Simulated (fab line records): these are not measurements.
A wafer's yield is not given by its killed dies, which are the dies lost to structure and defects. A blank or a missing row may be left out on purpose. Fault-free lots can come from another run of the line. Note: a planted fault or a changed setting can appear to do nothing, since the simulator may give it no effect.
fab line records	flow n5-finfet
record: lots: 10	wafers: 28	last-day: 17
route steps=1938 shown BEOL_M3@1010 BEOL_M4@1021 PASSIVATION@1936
lots that met no fault: from a run of the same line without faults
start-h: the number of hours between the record's first day and the start of the first shown wafer of the lot	wait-h: hours since the lot's step before	" repeats the value in the row above	L1.1+2: several wafers, shown together as one row	- value missing, or start not given	* or withheld: withheld	< > ~ a bound
route shown NAME@n: names a module that has steps shown in the file, with the first one's number in the route	usual: mean/standard deviation of fault-free wafers	same: alike in all rows	chamber/n: place in a boat	sites: the reading at each site	_std_site: standard deviation across them	_edge_site: the outer-site mean with the inner-site mean subtracted	radius-mm: how far each site lies from the wafer's centre	mask NAME#n: copy n	behind: the last tool/chamber to shape the wafer	hold: what put the lot on hold/how long, in hours/how the hold closed	device: transistor that didn't switch, given as n, p or np	end of line: the route-end tests of the same wafers	a step with no rows: only its recipe	killed: at the first sort, the dies lost to defects and structure; wafer yield is something else	map: per-die view of a wafer (x killed, . not killed, _ where there is no die)
set.NAME: the run value of the setting; set.NAME@STEP: its run value at that earlier step	model.NAME: the simulator's own value behind a step, which no gauge read
route steps across a sampled set of lots; one table per step, one row per wafer
services: a tool's chamber out of use, with start hour (start-h, from the record's first day; less than 0 if before it), hours out, and reason
== steps ==
step: N5_BEOL_M3_SPUTTER_96
recipe: material: Cu	target-thk-a: 45	temp-c: -20	chamber-pressure-pa: 0.07	power-w: withheld	time-s: 8.29
usual: susceptor-temp-C: -19.99/0.096	throttle-valve-pct: 29.9/1.2
same: time-s: 8.29
lot.wafer	tool	chamber	start-h	wait-h	susceptor-temp-C	throttle-valve-pct
L579.1	pvd-sputter-02	-	165.38	0.1	-19.87	30.9
L579.3	"	-	"	"	-19.87	30.8
L579.5	"	-	"	"	-19.87	30.8
L580.1	pvd-sputter-02	-	177.88	0.1	-20.10	30.9
L580.4	"	-	"	"	-20.02	30.7
L580.5	"	-	"	"	-20.01	30.9
L582.1	pvd-sputter-01	-	187.75	0.1	-19.74	32.0
L582.5	"	-	"	"	-19.94	28.0
L582.6	"	-	"	"	-19.80	29.2
L583.1	pvd-sputter-03	-	188.31	0.1	-19.97	28.3
L583.3	"	-	"	"	-19.80	28.6
L583.5	"	-	"	"	-19.80	28.4
L596.1	pvd-sputter-01	-	256.25	0.1	-19.78	30.6
L596.2	"	-	"	"	-20.15	29.0
L596.4	"	-	"	"	-20.07	31.8
L595.1	pvd-sputter-03	-	264.67	0.1	-20.15	28.5
L595.3	"	-	"	"	-20.02	28.5
L597.3	pvd-sputter-03	-	271.14	0.1	-20.14	28.6
L597.5	"	-	"	"	-19.90	28.4
L599.1	pvd-sputter-03	-	287.49	0.1	-20.10	30.6
L599.2	"	-	"	"	-20.00	28.8
L599.4	"	-	"	"	-19.93	28.2
L600.4	pvd-sputter-01	-	291.14	0.1	-19.95	28.9
L600.5	"	-	"	"	-20.04	31.8
L600.6	"	-	"	"	-19.93	29.0
L601.1	pvd-sputter-01	-	296.56	0.1	-19.96	29.2
L601.2	"	-	"	"	-20.12	30.1
L601.6	"	-	"	"	-20.05	30.3
step: N5_BEOL_M3_CMP_52
recipe: stop-on: SiOC	t-overpolish-s: 6.8	down-force-psi: 1	platen-rpm: 50	clearing-platen-down-force-psi: 1.5	clearing-platen-rpm: 50	post-cmp-clean: cu-alkaline	target-thk-nm: 40	clearing-platen-pad-velocity-m-s: 0.99484	pad-velocity-m-s: 0.99484
usual: barrier-field-endpoint-s: 24.6/0.61	motor-current-A: 5.8/0.55	overpolish-run-s: 6.801/0.0092	time-to-endpoint-s: 62/3.1
lot.wafer	tool	chamber	start-h	wait-h	barrier-field-endpoint-s	motor-current-A	overpolish-run-s	time-to-endpoint-s
L579.3	cmp-04	0	165.89	0.2	23.8	5.7	6.812	59
L579.1	"	2	"	"	24.7	6.0	6.800	61
L579.5	"	0	"	"	24.9	5.9	6.801	62
L580.1	cmp-04	2	178.43	0.3	24.2	5.8	6.803	60
L580.4	"	3	"	"	24.9	5.7	6.805	64
L580.5	"	2	"	"	24.0	5.9	6.803	62
L582.1	cmp-04	1	188.43	0.4	23.6	4.8	6.802	58
L582.5	"	2	"	"	23.8	5.9	6.792	61
L582.6	"	3	"	"	25.2	6.0	6.806	62
L583.1	cmp-04	0	188.84	0.3	24.2	5.8	6.799	60
L583.3	"	1	"	"	25.3	4.8	6.781	62
L583.5	"	3	"	"	25.8	5.7	6.810	65
L596.2	cmp-04	2	256.74	0.2	24.7	5.8	6.793	59
L596.4	"	0	"	"	24.7	5.7	6.796	61
L596.1	"	1	"	"	24.5	4.6	6.801	62
L595.1	cmp-04	3	265.47	0.5	24.5	5.8	6.807	64
L595.3	"	0	"	"	23.1	5.7	6.803	57
L597.3	cmp-04	1	271.71	0.2	24.4	4.7	6.795	57
L597.5	"	3	"	"	25.6	5.8	6.809	67
L599.4	cmp-04	3	287.99	0.1	25.4	5.7	6.801	64
L599.1	"	0	"	"	24.8	5.9	6.806	63
L599.2	"	1	"	"	24.1	4.8	6.798	58
L600.4	cmp-02	3	291.63	0.1	23.8	6.6	6.800	58
L600.6	"	3	"	"	23.9	6.6	6.791	56
L600.5	"	0	"	"	24.1	5.5	6.807	58
L601.1	cmp-03	1	297.09	0.3	24.9	5.8	6.782	67
L601.2	"	2	"	"	24.5	5.9	6.799	65
L601.6	"	2	"	"	25.6	6.2	6.804	62
step: N5_BEOL_M4_ILD_DEP_00
recipe: material: SiOC	target-thk-a: 790	temp-c: 350	precursor: DEMS/O2	pressure-torr: 5	rf-w: 500	time-s: 15.3
usual: heater-power-w: 496/99	showerhead-plenum-p-Torr: 5.698/0.014	susceptor-temp-C: 349.99/0.19	throttle-valve-pct: 11.9/0.61
same: time-s: 15.3
lot.wafer	tool	chamber	start-h	wait-h	heater-power-w	showerhead-plenum-p-Torr	susceptor-temp-C	throttle-valve-pct
L579.1	pecvd-02	1	166.51	0.0	397	5.715	350.02	13.0
L579.3	"	0	"	"	738	5.701	350.14	12.0
L579.5	"	0	"	"	586	5.707	350.08	11.6
L580.1	pecvd-04	0	179.04	0.0	464	5.698	350.38	12.6
L580.4	"	1	"	"	477	5.719	349.80	11.6
L580.5	"	0	"	"	461	5.679	350.30	12.3
L582.1	pecvd-04	2	188.94	0.0	563	5.680	350.07	11.0
L582.5	"	2	"	"	559	5.685	349.93	10.9
L582.6	"	0	"	"	432	5.689	349.92	12.5
L583.1	pecvd-02	0	189.50	0.0	728	5.710	349.86	11.9
L583.3	"	0	"	"	587	5.695	349.76	11.7
L583.5	"	0	"	"	596	5.694	349.88	11.8
L596.1	pecvd-01	0	257.39	0.0	428	5.691	350.21	12.7
L596.2	"	2	"	"	405	5.696	350.08	11.4
L596.4	"	0	"	"	426	5.671	350.39	12.7
L595.1	pecvd-04	2	266.12	0.0	573	5.685	350.00	11.2
L595.3	"	0	"	"	407	5.685	349.91	12.7
L597.3	pecvd-04	1	272.33	0.0	523	5.726	349.78	11.8
L597.5	"	1	"	"	524	5.725	350.04	11.8
L599.1	pecvd-02	0	288.65	0.0	644	5.712	349.96	11.9
L599.2	"	2	"	"	427	5.689	349.82	11.7
L599.4	"	0	"	"	652	5.705	349.96	11.8
L600.4	pecvd-01	0	292.30	0.1	402	5.693	349.73	12.9
L600.5	"	2	"	"	438	5.701	349.97	11.1
L600.6	"	1	"	"	457	5.721	349.86	11.8
L601.1	pecvd-02	2	297.83	0.0	471	5.689	350.30	11.6
L601.2	"	1	"	"	420	5.700	350.07	12.6
L601.6	"	2	"	"	475	5.692	349.98	11.7
step: N5_BEOL_M4_COAT_61
recipe: resist: SOC	temp-c: 250	time-s: 60	spin-rpm: 1500	resist-thk-nm: 60
usual: heater-power-total-W: 500.5/1.8	run-length-s: 66.12/0.22	spin-speed-rpm: 1500.0/1.1
lot.wafer	tool	chamber	start-h	wait-h	heater-power-total-W	run-length-s	spin-speed-rpm
L579.1	litho-track-05	0	168.64	0.1	502.8	66.20	1499.2
L579.3	"	0	"	"	501.9	66.37	1500.9
L579.5	"	0	"	"	500.0	66.31	1500.4
L580.1	litho-track-05	0	181.63	0.1	498.2	66.22	1501.5
L580.4	"	0	"	"	499.7	66.40	1500.2
L580.5	"	0	"	"	503.0	66.19	1498.6
L582.1	litho-track-01	0	189.26	0.1	499.0	66.08	1499.7
L582.5	"	0	"	"	501.5	66.08	1499.5
L582.6	"	0	"	"	500.8	66.26	1500.6
L583.1	litho-track-04	0	191.38	0.1	501.5	65.86	1500.8
L583.3	"	0	"	"	501.4	65.73	1502.1
L583.5	"	0	"	"	503.0	65.72	1499.6
L596.1	litho-track-05	0	259.59	0.1	528.0	60.42	1499.0
L596.2	"	0	"	"	498.9	66.35	1497.6
L596.4	"	0	"	"	500.5	66.20	1500.1
L595.1	litho-track-05	0	266.43	0.1	528.4	60.48	1502.8
L595.3	"	0	"	"	530.1	60.67	1498.4
L597.3	litho-track-05	0	272.62	0.1	529.4	60.47	1501.1
L597.5	"	0	"	"	499.8	66.27	1501.5
L599.1	litho-track-04	0	291.61	0.1	499.5	65.80	1499.5
L599.2	"	0	"	"	503.1	65.89	1500.1
L599.4	"	0	"	"	499.6	65.74	1500.3
L600.4	litho-track-01	0	293.59	0.1	500.6	66.34	1502.4
L600.5	"	0	"	"	498.4	66.30	1500.7
L600.6	"	0	"	"	501.4	66.31	1502.6
L601.1	litho-track-04	0	298.61	0.1	501.7	65.73	1500.0
L601.2	"	0	"	"	502.8	65.80	1499.9
L601.6	"	0	"	"	499.1	65.74	1500.0
step: N5_BEOL_M4_RC_MEAS_101
usual: DIBL_N: 35.8/1.6	DIBL_P: 36.0/2.1	IOFF_N: 0.153/0.026	IOFF_P: 0.21/0.037	ION_N: 673/11	ION_P: 462/7.6	SS_N: 71.4/0.53	SS_P: 73.2/0.67	VT_N: 250/3.2	VT_P: -250/3.7
lot.wafer	tool	chamber	start-h	wait-h	DIBL_N[mV/V]	DIBL_P[mV/V]	IOFF_N[nA/um]	IOFF_P[nA/um]	ION_N[uA/um]	ION_P[uA/um]	SS_N[mV/dec]	SS_P[mV/dec]	VT_N[mV]	VT_P[mV]
L579.1	prober-02	0	177.41	0.0	35.3	36.1	0.139	0.18	670	453	71.1	73.2	252	-255
L579.3	"	0	"	"	37.4	37.9	0.165	0.20	675	460	71.7	73.4	250	-250
L579.5	"	0	"	"	35.5	35.7	0.137	0.18	673	456	71.6	72.4	253	-252
L580.1	prober-01	0	191.95	0.0	36.7	38.9	0.176	0.28	693	472	71.4	74.1	250	-243
L580.4	"	0	"	"	37.7	40.2	0.201	0.32	682	477	72.1	74.1	246	-240
L580.5	"	0	"	"	35.7	37.7	0.146	0.26	673	470	71.0	73.2	252	-244
L582.1	prober-01	0	198.14	0.0	37.5	36.1	0.193	0.24	691	468	71.4	73.7	245	-246
L582.5	"	0	"	"	37.4	36.3	0.183	0.25	685	471	70.9	73.9	246	-243
L582.6	"	0	"	"	36.8	35.5	0.180	0.24	697	476	70.6	72.9	245	-243
L583.1	prober-02	0	198.55	0.0	34.5	35.5	0.142	0.20	675	468	71.3	72.8	251	-250
L583.3	"	0	"	"	33.6	34.5	0.126	0.17	665	452	71.1	72.9	250	-254
L583.5	"	0	"	"	33.7	34.1	0.124	0.17	670	447	71.2	72.5	252	-252
L596.1	prober-02	0	274.61	0.0	35.1	34.1	0.127	0.16	657	454	71.6	72.5	253	-257
L596.2	"	0	"	"	35.8	34.5	0.131	0.16	661	452	71.3	72.6	254	-257
L596.4	"	0	"	"	32.7	30.9	0.093	0.12	662	448	70.3	71.9	259	-255
L595.1	prober-01	0	275.89	0.0	35.1	36.0	0.145	0.19	665	459	70.7	73.7	251	-252
L595.3	"	0	"	"	35.1	35.8	0.148	0.19	671	458	71.4	72.8	249	-250
L597.3	prober-01	0	289.61	0.3	36.5	36.6	0.159	0.20	669	459	71.4	73.7	253	-251
L597.5	"	0	"	"	37.5	37.0	0.174	0.21	680	464	72.2	73.4	250	-249
L599.1	prober-02	0	302.40	0.0	37.5	38.2	0.156	0.21	668	458	71.6	73.6	251	-251
L599.2	"	0	"	"	38.3	39.0	0.157	0.24	672	469	71.8	74.3	252	-250
L599.4	"	0	"	"	38.3	38.8	0.167	0.22	674	458	71.5	73.8	248	-249
L600.4	prober-01	0	302.60	0.5	33.2	32.0	0.110	0.15	664	457	70.9	71.6	256	-254
L600.5	"	0	"	"	34.2	32.8	0.118	0.15	667	458	71.0	72.4	253	-256
L600.6	"	0	"	"	37.3	37.4	0.188	0.24	685	467	71.0	73.3	246	-250
L601.1	prober-01	0	306.13	0.0	38.3	36.3	0.182	0.21	675	454	71.5	73.9	248	-251
L601.2	"	0	"	"	34.6	32.5	0.124	0.17	668	456	71.3	72.6	254	-253
L601.6	"	0	"	"	35.0	33.8	0.136	0.18	665	461	71.1	73.1	249	-253
step: N5_PASSIVATION_PROBE_49
usual: defect-limited-yield: 91.3/1.5	killed_at_M0_to_M3: 33/12	killed_at_M4_up: 13/5.2	killed-at-contacts: 13/6.7	killed-at-front-end: 40/11	killed-at-other: 4.1/2.7	killed-dies: 103/17	killed-open: 69/13	killed-short: 33/8.4	sort_bin_5_function: 5.1/1	sort_bin_6_memory: 3.2/0.62	sort-n-pass: 1077/17	sort-yield-pct: 91.3/1.5
same: gross-dies: 1180	killed-at-back-side: 0	sort_bin_4_leakage[%]: 0	sort_bin_8_speed[%]: 0
lot.wafer	tool	chamber	start-h	wait-h	defect-limited-yield[%]	killed_at_M0_to_M3	killed_at_M4_up	killed-at-contacts	killed-at-front-end	killed-at-other	killed-dies	killed-open	killed-short	sort_bin_5_function[%]	sort_bin_6_memory[%]	sort-n-pass	sort-yield-pct[%]
L583.1	prober-01	-	311.91	0.0	89.2	42	9	28	39	10	128	85	42	6.2	3.8	1052	89.2
L583.3	prober-01	-	312.01	0.1	91.0	40	10	20	31	5	106	65	39	4.9	3.8	1074	91.0
L583.5	prober-01	-	312.11	0.2	93.0	36	8	14	18	7	83	61	22	4.1	2.6	1097	93.0
killed by level:class
L583.1 MOL_CONTACT_COAG:geometric-particle:open=19 STI_FIN_REVEAL:geometric-particle:open=16 BEOL_M0_SAQP:geometric-particle:open=11 MOL_CONTACT_COAG:geometric-particle:short=9 BEOL_M1:geometric-particle:open=9 BEOL_M0_SAQP:geometric-particle:short=6 FIN_CUT:geometric-particle:short=4 BEOL_M1:geometric-particle:short=4
L583.3 MOL_CONTACT_COAG:geometric-particle:open=16 BEOL_M0_SAQP:geometric-particle:short=12 BEOL_M0_SAQP:geometric-particle:open=8 BEOL_M3:geometric-particle:open=7 GATE_CUT:geometric-particle:short=7 STI_FIN_REVEAL:geometric-particle:open=6 BEOL_M2:geometric-particle:open=5 MOL_CONTACT_COAG:geometric-particle:short=4
L583.5 MOL_CONTACT_COAG:geometric-particle:open=13 BEOL_M0_SAQP:geometric-particle:open=12 BEOL_M3:geometric-particle:open=7 BEOL_M0:geometric-particle:open=6 BEOL_M0_SAQP:geometric-particle:short=5 BEOL_M3:geometric-particle:short=4 STI_FIN_REVEAL:geometric-particle:open=3 MIM_TOP:geometric-particle:short=3
== services ==
tool	chamber	start-h	hours	kind
cmp-04	-	141.83	4.0	pm
pvd-sputter-01	-	143.08	4.3	repair
cmp-04	-	145.83	-	consumable-replace:conditioner
cmp-04	-	145.83	-	consumable-replace:pad
cmp-02	-	157.28	1.2	repair
pecvd-02	2	164.86	29.8	repair
pecvd-02	-	165.15	0.4	repair
cmp-02	-	166.88	3.1	repair
cmp-03	-	172.84	7.8	repair
cmp-03	-	183.94	1.6	repair
pecvd-02	1	189.86	2.9	repair
pecvd-01	2	194.03	10.1	repair
pecvd-01	-	196.98	0.2	repair
cmp-03	-	206.66	7.8	pm
cmp-03	-	237.81	4.0	pm
pecvd-04	1	239.86	2.1	scheduled-down
pecvd-01	2	247.92	5.4	repair
pecvd-02	2	249.49	2.1	scheduled-down
pecvd-04	0	258.81	5.5	scheduled-down
cmp-03	-	265.33	1.6	repair
litho-track-04	-	274.28	-	consumable-replace:filter
pecvd-01	0	278.24	12.8	repair
pecvd-04	-	278.25	1.6	repair
pvd-sputter-03	-	279.46	4.2	repair
== key ==
first-sign: step: N5_BEOL_M4_COAT_61	reading: run-length-s	direction: down	sigmas: 26	usual: *	struck: *
effect: step: N5_BEOL_M4_COAT_61	reading: heater-power-total-W	direction: up	sigmas: 16	usual: *	struck: *
met-at N5_BEOL_M4_COAT_61
struck-lots L595,L596,L597
struck-wafers L595.1,L595.3,L596.1,L597.3
not-acting-at N5_BEOL_M3_SPUTTER_96,N5_BEOL_M3_CMP_52,N5_BEOL_M4_ILD_DEP_00
onset-between 181.63 259.59
fault: kind: process-parameter-drift	tool: litho-track-05	chamber: -	onset-h: 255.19	steps: N5_BEOL_M4_COAT_61	channel: time-s	offset: *	shape: step	end-h: 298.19	scope: struck-wafers-only	acts-in: *	stated: *
